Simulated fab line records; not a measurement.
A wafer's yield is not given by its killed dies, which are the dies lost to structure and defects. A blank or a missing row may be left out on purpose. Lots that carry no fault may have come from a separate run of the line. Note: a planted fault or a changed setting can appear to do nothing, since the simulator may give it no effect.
fab line records	flow n5Finfet
record: lots: 10	wafers: 30	lastDay: 17
route steps=1938 shown BEOL_M9@1405 PASSIVATION@1936
lots with no fault: from the same line, run without faults
startH: start of the lot's first displayed wafer, in hours after the record's first day	waitH: hours since the lot's step before	" same as the row above	L1.1+2: a row that stands for several wafers	- either no value or no given start	* or withheld: withheld	< > ~ a bound
route shown NAME@n: names a module that has steps shown in the file, with the first one's number in the route	usual: mean/standard deviation taken from wafers without a fault	same: alike in all rows	chamber/n: place in a boat	sites: the reading at each site	_std_site: the values' standard deviation	_edge_site: inner sites' mean taken away from outer sites' mean	radiusMm: how far each site lies from the wafer's centre	mask NAME#n: copy n	behind: the tool/chamber that last shaped the wafer	hold: why the lot went on hold/how many hours it stayed there/how the hold came to an end	device: whichever transistor did not switch (one of n, p or np)	end of line: the route-end tests of the same wafers	where a step has no rows: the recipe by itself	killed: not the wafer's yield, but the dies lost to structure and defects at the first sort	map: per-die view of a wafer (x killed, . not killed, _ where there is no die)
set.NAME: the setting the step ran with; set.NAME@STEP: the setting that earlier step ran with	model.NAME: the simulator's own value behind a step, which no gauge read
route steps across a sampled set of lots; one table per step, one row per wafer
services: a tool's chamber out of use, with start hour (startH, from the record's first day; less than 0 if before it), hours out, and reason
== steps ==
step: N5_BEOL_M9_HM_DEP_02
recipe: material: TiN	targetThkA: 200	tempC: 25	chamberPressurePa: 0.49996
usual: susceptorTempC: 25.00/0.099	throttleValvePct: 29.7/1.1
lot.wafer	tool	chamber	startH	waitH	susceptorTempC	throttleValvePct
L194.1	pvdSputter-01	-	240.23	1.2	25.10	28.7
L194.2	"	-	"	"	24.95	31.1
L194.6	"	-	"	"	24.96	30.3
L193.2	pvdSputter-03	-	247.12	2.7	24.84	29.7
L193.3	"	-	"	"	24.96	31.3
L193.5	"	-	"	"	24.90	29.7
L197.1	pvdSputter-03	-	270.00	3.0	24.94	31.4
L197.3	"	-	"	"	25.00	28.0
L197.5	"	-	"	"	25.16	29.2
L196.3	pvdSputter-01	-	273.46	0.5	25.00	30.8
L196.4	"	-	"	"	25.01	28.5
L196.5	"	-	"	"	24.91	31.0
L198.1	pvdSputter-02	-	273.63	0.6	24.84	28.9
L198.3	"	-	"	"	24.85	30.1
L198.5	"	-	"	"	24.89	30.2
L202.3	pvdSputter-03	-	292.94	2.0	25.04	30.0
L202.4	"	-	"	"	25.11	29.2
L202.5	"	-	"	"	24.84	31.0
L204.1	pvdSputter-03	-	311.89	1.0	25.12	29.7
L204.2	"	-	"	"	25.08	29.0
L204.3	"	-	"	"	24.96	31.2
L207.1	pvdSputter-03	-	326.16	1.1	24.91	31.5
L207.2	"	-	"	"	25.08	29.2
L207.5	"	-	"	"	25.14	28.0
L208.2	pvdSputter-03	-	326.26	0.7	24.94	27.8
L208.3	"	-	"	"	25.13	29.0
L208.5	"	-	"	"	25.13	27.9
L210.1	pvdSputter-01	-	344.63	0.2	25.02	31.0
L210.2	"	-	"	"	25.02	28.8
L210.6	"	-	"	"	25.04	28.4
step: N5_BEOL_M9_STRIP_19
recipe: chemistry: O2	powerW: 400	tempC: 40	pressureMtorr: 30	rfFrequencyHz: 6e+07	biasPowerW: 0	overashFraction: 0.2	o2FlowSccm: 225
usual: drypumpMotorCurrentA: 5.8/0.52	oesProductAu: 0.80/0.074	rfVppV: 3.6/0.6	showerheadPlenumPTorr: 2.11/0.073	throttleValvePct: 16.68/0.22
lot.wafer	tool	chamber	startH	waitH	drypumpMotorCurrentA	oesProductAu	rfHoursCounterH	rfVppV	showerheadPlenumPTorr	throttleValvePct
L194.1	rieDiel-02	1	241.27	0.1	5.5	0.73	183	3.0	2.18	16.83
L194.2	"	3	"	"	6.5	0.89	31	2.9	2.15	16.42
L194.6	"	3	"	"	6.5	0.90	-	3.2	2.15	16.43
L193.2	rieDiel-05	2	248.06	0.1	5.4	0.71	201	3.8	2.08	17.03
L193.3	"	1	"	"	5.9	0.72	201	3.3	2.17	16.90
L193.5	"	2	"	"	5.4	0.71	-	3.4	2.08	17.04
L197.1	rieDiel-02	0	270.84	0.1	5.1	0.88	46	4.1	2.21	16.81
L197.3	"	2	"	"	5.1	0.79	103	2.9	2.03	16.58
L197.5	"	2	"	"	5.1	0.79	-	3.2	2.03	16.59
L196.3	rieDiel-05	1	274.43	0.1	5.8	0.73	207	4.0	2.17	16.89
L196.4	"	2	"	"	5.4	0.71	208	3.2	2.07	17.05
L196.5	"	0	"	"	5.6	0.91	-	4.1	2.06	16.31
L198.1	rieDiel-06	1	274.60	0.1	5.5	0.71	209	2.8	1.98	16.67
L198.3	"	3	"	"	6.6	0.81	105	3.8	2.03	16.73
L198.5	"	2	"	"	6.4	0.75	-	3.8	2.09	16.79
L202.3	rieDiel-02	3	293.90	0.2	6.5	0.86	46	4.1	2.15	16.45
L202.4	"	1	"	"	5.6	0.72	197	3.1	2.17	16.82
L202.5	"	2	"	"	5.0	0.78	-	3.4	2.03	16.61
L204.1	rieDiel-02	0	313.35	0.3	5.1	0.86	60	3.3	2.21	16.82
L204.2	"	1	"	"	5.5	0.72	203	3.3	2.17	16.84
L204.3	"	2	"	"	5.0	0.78	116	3.4	2.02	16.60
L207.1	rieDiel-05	0	327.19	0.3	5.6	0.88	46	3.6	2.05	16.35
L207.2	"	1	"	"	5.8	0.70	225	3.6	2.16	16.93
L207.5	"	3	"	"	5.8	0.88	-	2.2	2.23	16.56
L208.2	rieDiel-05	1	327.25	0.1	5.9	0.71	225	3.1	2.16	16.94
L208.3	"	2	"	"	5.4	0.70	226	3.9	2.07	17.09
L208.5	"	1	"	"	5.8	0.71	-	3.4	2.16	16.90
L210.1	rieDiel-06	2	345.71	0.2	6.5	0.73	194	3.6	2.08	16.85
L210.2	"	1	"	"	5.5	0.70	230	3.6	1.98	16.70
L210.6	"	3	"	"	6.6	0.78	-	4.4	2.03	16.77
step: N5_BEOL_M9_INSPECT_30
recipe: mode: adi	inspectInstrument: brightfield
usual: rawDefectCount: 414/90
lot.wafer	tool	chamber	startH	waitH	rawDefectCount
L194.1	defectInspect-01	-	241.73	0.1	527
L194.2	"	-	"	"	352
L194.6	"	-	"	"	322
L193.2	defectInspect-02	-	249.54	0.0	377
L193.3	"	-	"	"	518
L193.5	"	-	"	"	437
L197.1	defectInspect-01	-	271.36	0.1	485
L197.3	"	-	"	"	583
L197.5	"	-	"	"	436
L196.3	defectInspect-01	-	274.89	0.0	363
L196.4	"	-	"	"	428
L196.5	"	-	"	"	399
L198.1	defectInspect-01	-	275.26	0.1	426
L198.3	"	-	"	"	408
L198.5	"	-	"	"	425
L202.3	defectInspect-01	-	301.03	0.0	898
L202.4	"	-	"	"	935
L202.5	"	-	"	"	1002
L204.1	defectInspect-02	-	314.98	0.1	1000
L204.2	"	-	"	"	902
L204.3	"	-	"	"	944
L207.1	defectInspect-02	-	327.65	0.1	425
L207.2	"	-	"	"	469
L207.5	"	-	"	"	394
L208.2	defectInspect-01	-	327.72	0.0	462
L208.3	"	-	"	"	399
L208.5	"	-	"	"	489
L210.1	defectInspect-01	-	348.16	0.1	388
L210.2	"	-	"	"	428
L210.6	"	-	"	"	402
step: N5_BEOL_M9_ETCH_65
recipe: chemistry: CF4	target: SiARC	targetDepthA: 156	maskMaterial: CAR-EUV	timeS: 26	ionEnergyEv: 80	pressureMtorr: 40	sourceW: 545	biasW: 36	Ar_flow_sccm: 100	cf4FlowSccm: 100	ends: cleared
usual: drypumpMotorCurrentA: 5.8/0.51	etchRfOnTimeS: 26.0/0.46	oesProductAu: 0.68/0.065	rfVppV: 184.1/1.2	showerheadPlenumPTorr: 2.15/0.075	throttleValvePct: 15.60/0.24
lot.wafer	tool	chamber	startH	waitH	drypumpMotorCurrentA	etchRfOnTimeS	oesProductAu	rfHoursCounterH	rfVppV	showerheadPlenumPTorr	throttleValvePct
L194.1	rieDiel-05	1	241.82	0.0	5.9	26.3	0.62	200	185.2	2.21	15.81
L194.2	"	0	"	"	5.7	25.8	0.78	22	183.7	2.10	15.19
L194.6	"	1	"	"	5.9	26.2	0.63	-	186.3	2.21	15.81
L193.2	rieDiel-06	1	249.96	0.0	5.5	26.7	0.61	201	182.7	2.05	15.67
L193.3	"	2	"	"	6.6	26.0	0.65	171	185.0	2.14	15.78
L193.5	"	2	"	"	6.5	26.2	0.64	-	184.1	2.14	15.79
L197.1	rieDiel-06	1	271.44	0.0	5.5	26.9	0.61	208	182.5	2.04	15.65
L197.3	"	2	"	"	6.5	26.3	0.64	178	184.8	2.14	15.78
L197.5	"	2	"	"	6.5	26.1	0.64	-	184.1	2.14	15.79
L196.3	rieDiel-06	2	274.98	0.0	6.5	26.8	0.63	179	182.7	2.14	15.79
L196.4	"	1	"	"	5.5	26.9	0.60	209	183.2	2.04	15.67
L196.5	"	1	"	"	5.5	26.9	0.60	-	182.8	2.04	15.66
L198.1	rieDiel-05	1	275.35	0.0	5.8	25.9	0.62	207	184.1	2.21	15.83
L198.3	"	2	"	"	5.4	25.6	0.61	208	183.6	2.12	16.00
L198.5	"	2	"	"	5.4	25.5	0.61	-	182.8	2.12	16.00
L202.3	rieDiel-02	3	301.11	0.0	6.6	25.8	0.73	48	184.2	2.17	15.30
L202.4	"	2	"	"	5.1	26.8	0.66	112	182.3	2.07	15.53
L202.5	"	2	"	"	5.1	26.8	0.66	-	183.6	2.07	15.52
L204.1	rieDiel-05	2	316.16	0.0	5.4	25.8	0.61	221	183.9	2.12	16.02
L204.2	"	0	"	"	5.6	25.6	0.75	42	183.4	2.09	15.23
L204.3	"	1	"	"	5.8	26.2	0.61	221	184.8	2.21	15.87
L207.1	rieDiel-05	3	327.73	0.0	5.7	25.6	0.75	35	186.2	2.27	15.52
L207.2	"	1	"	"	5.8	26.3	0.61	225	184.8	2.20	15.86
L207.5	"	1	"	"	5.8	26.1	0.62	-	185.4	2.20	15.87
L208.2	rieDiel-02	0	327.84	0.0	5.1	25.2	0.72	64	184.7	2.26	15.86
L208.3	"	2	"	"	5.1	26.3	0.66	123	182.9	2.06	15.55
L208.5	"	1	"	"	5.6	26.1	0.61	-	185.6	2.20	15.75
L210.1	rieDiel-06	3	348.24	0.0	6.6	26.1	0.67	126	183.8	2.07	15.66
L210.2	"	2	"	"	6.5	26.2	0.63	194	183.0	2.13	15.82
L210.6	"	1	"	"	5.5	26.7	0.60	-	182.0	2.04	15.70
step: N5_BEOL_M9_ETCH_41
recipe: chemistry: CH3F/O2	target: SiCN	targetDepthA: 366	taperDeg: 2	timeS: 70.1	ionEnergyEv: 120	maskMaterial: TiN	pressureMtorr: 30	sourceW: 395	biasW: 75	Ar_flow_sccm: 150	CH3F_flow_sccm: 30	O2_flow_sccm: 20
usual: drypumpMotorCurrentA: 5.8/0.51	oesProductAu: 0.80/0.076	rfVppV: 297.5/1.6	showerheadPlenumPTorr: 2.01/0.073	throttleValvePct: 16.32/0.24
same: timeS: 70.1
lot.wafer	tool	chamber	startH	waitH	drypumpMotorCurrentA	oesProductAu	rfHoursCounterH	rfVppV	showerheadPlenumPTorr	throttleValvePct
L194.1	rieDiel-05	1	-	-	5.8	0.73	200	300.0	2.07	16.53
L194.2	"	0	"	"	5.7	0.92	22	298.9	1.96	15.87
L194.6	"	1	"	"	5.8	0.73	-	298.8	2.07	16.53
L193.2	rieDiel-06	1	-	-	5.5	0.72	201	295.1	1.91	16.38
L193.3	"	2	"	"	6.5	0.75	171	295.7	2.00	16.49
L193.5	"	2	"	"	6.5	0.75	-	297.5	2.00	16.49
L197.1	rieDiel-06	1	-	-	5.5	0.71	208	294.8	1.91	16.38
L197.3	"	2	"	"	6.5	0.75	178	297.0	2.00	16.49
L197.5	"	2	"	"	6.5	0.75	-	298.6	2.00	16.50
L196.3	rieDiel-06	2	-	-	6.5	0.74	179	297.5	2.00	16.49
L196.4	"	1	"	"	5.5	0.71	209	294.8	1.90	16.37
L196.5	"	1	"	"	5.5	0.71	-	293.7	1.91	16.39
L198.1	rieDiel-05	1	-	-	5.8	0.71	207	299.4	2.07	16.53
L198.3	"	2	"	"	5.4	0.71	208	297.7	1.98	16.72
L198.5	"	2	"	"	5.4	0.72	-	295.6	1.98	16.74
L202.3	rieDiel-02	3	-	-	6.6	0.86	48	297.1	2.03	16.02
L202.4	"	2	"	"	5.1	0.78	112	296.0	1.93	16.25
L202.5	"	2	"	"	5.1	0.77	-	296.3	1.93	16.24
L204.1	rieDiel-05	2	-	-	5.4	0.71	222	298.2	1.98	16.75
L204.2	"	0	"	"	5.6	0.87	42	296.4	1.95	15.93
L204.3	"	1	"	"	5.9	0.71	221	298.0	2.06	16.56
L207.1	rieDiel-05	3	-	-	5.7	0.88	35	300.0	2.13	16.20
L207.2	"	1	"	"	5.8	0.71	226	298.7	2.06	16.59
L207.5	"	1	"	"	5.8	0.71	-	298.6	2.06	16.58
L208.2	rieDiel-02	0	-	-	5.1	0.84	64	299.1	2.12	16.55
L208.3	"	2	"	"	5.1	0.77	123	295.9	1.92	16.27
L208.5	"	1	"	"	5.5	0.71	-	298.8	2.06	16.45
L210.1	rieDiel-06	3	-	-	6.6	0.79	127	294.9	1.93	16.37
L210.2	"	2	"	"	6.5	0.73	195	296.0	1.99	16.54
L210.6	"	1	"	"	5.5	0.69	-	296.0	1.90	16.42
step: N5_PASSIVATION_PROBE_49
usual: defectLimitedYield: 91.2/1.5	killed_at_M0_to_M3: 35/11	killed_at_M4_up: 13/5.6	killedAtContacts: 13/6.3	killedAtFrontEnd: 38/12	killedAtOther: 3.7/2.9	killedDies: 104/18	killedOpen: 69/13	killedShort: 34/8.3	sort_bin_5_function: 5.2/0.95	sort_bin_6_memory: 3.3/0.68	sortNPass: 1076/18	sortYieldPct: 91.2/1.5
same: grossDies: 1180	killedAtBackSide: 0	sort_bin_4_leakage[%]: 0	sort_bin_8_speed[%]: 0
lot.wafer	tool	chamber	startH	waitH	defectLimitedYield[%]	killed_at_M0_to_M3	killed_at_M4_up	killedAtContacts	killedAtFrontEnd	killedAtOther	killedDies	killedOpen	killedShort	sort_bin_5_function[%]	sort_bin_6_memory[%]	sortNPass	sortYieldPct[%]
L202.3	prober-01	-	362.83	0.1	83.6	28	125	11	23	7	194	51	24	9.9	4.2	986	83.6
L202.4	prober-01	-	362.88	0.2	85.8	28	86	13	35	6	168	59	26	8.2	4.2	1012	85.8
L202.5	prober-01	-	362.93	0.2	83.0	28	124	1	37	11	201	52	29	10.5	4.6	979	83.0
L204.1	prober-01	-	378.64	0.0	83.2	35	105	13	43	2	198	79	26	10.9	4.5	982	83.2
L204.2	prober-01	-	378.69	0.1	85.4	20	98	18	33	3	172	53	28	9.5	3.2	1008	85.4
L204.3	prober-01	-	378.74	0.1	82.5	38	118	27	22	1	206	70	23	11.3	4.1	974	82.5
killed by level:class
L202.3 BEOL_M9:unspecified=119 MOL_CONTACT_COAG:geometricParticle:open=7 BEOL_M3:geometricParticle:open=6 BEOL_M1:geometricParticle:open=5 STI_FIN_REVEAL:geometricParticle:open=4 MOL_CONTACT_COAG:geometricParticle:short=4 BEOL_M0_SAQP:geometricParticle:open=4 BEOL_M0:geometricParticle:open=4
L202.4 BEOL_M9:unspecified=83 STI_FIN_REVEAL:geometricParticle:open=10 MOL_CONTACT_COAG:geometricParticle:open=9 BEOL_M0:geometricParticle:open=7 BEOL_M3:geometricParticle:open=7 GATE_CUT:geometricParticle:short=5 DUMMY_GATE:geometricParticle:open=4 BEOL_M2:geometricParticle:open=4
L202.5 BEOL_M9:unspecified=120 BEOL_M0_SAQP:geometricParticle:short=9 STI_FIN_REVEAL:geometricParticle:open=8 GATE_CUT:geometricParticle:short=7 FIN_SAQP:geometricParticle:open=6 DUMMY_GATE:geometricParticle:open=5 BEOL_M0_SAQP:geometricParticle:open=5 BEOL_M2:geometricParticle:open=5
L204.1 BEOL_M9:unspecified=92 FIN_SAQP:geometricParticle:open=19 BEOL_M3:geometricParticle:open=11 MOL_CONTACT_COAG:geometricParticle:open=10 BEOL_M4:geometricParticle:open=9 BEOL_M0_SAQP:geometricParticle:open=8 BEOL_M2:geometricParticle:open=6 FIN_SAQP:geometricParticle:short=5
L204.2 BEOL_M9:unspecified=91 MOL_CONTACT_COAG:geometricParticle:open=15 FIN_SAQP:geometricParticle:open=8 BEOL_M2:geometricParticle:open=8 GATE_CUT:geometricParticle:short=7 BEOL_M4:geometricParticle:open=6 GATE_CUT:geometricParticle:open=3 MOL_CONTACT_COAG:geometricParticle:short=3
L204.3 BEOL_M9:unspecified=113 MOL_CONTACT_COAG:geometricParticle:open=21 BEOL_M2:geometricParticle:open=9 BEOL_M1:geometricParticle:open=7 BEOL_M3:geometricParticle:open=7 BEOL_M0_SAQP:geometricParticle:open=6 MOL_CONTACT_COAG:geometricParticle:short=6 BEOL_M0_SAQP:geometricParticle:short=5
== services ==
tool	chamber	startH	hours	kind
rieDiel-06	2	297.63	7.9	repair
rieDiel-05	3	298.23	8.0	repair
rieDiel-06	-	302.99	14.6	pm
rieDiel-02	0	316.48	3.8	repair
rieDiel-06	0	329.38	30.4	repair
rieDiel-02	0	333.06	3.4	repair
rieDiel-06	2	337.79	6.0	repair
pvdSputter-03	-	340.21	4.5	repair
== key ==
firstSign: step: N5_BEOL_M9_INSPECT_30	reading: rawDefectCount	direction: up	sigmas: 5.9	usual: 414	struck: 947
effect: step: N5_PASSIVATION_PROBE_49	reading: killed_at_M4_up	direction: up	sigmas: 17	usual: 13	struck: 109
moreKillsBornAt: N5_BEOL_M9_STRIP_19@rieDiel-02: 618
metAt N5_BEOL_M9_STRIP_19
struckLots L202,L204
notActingAt N5_BEOL_M9_HM_DEP_02,N5_BEOL_M9_ETCH_65,N5_BEOL_M9_ETCH_41
onsetBetween 270.84 293.90
fault: kind: chamberParticleSource	tool: rieDiel-02	chamber: -	onsetH: 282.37	steps: N5_BEOL_M9_STRIP_19	ratePerVisitCm2: 0.8334	endH: 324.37
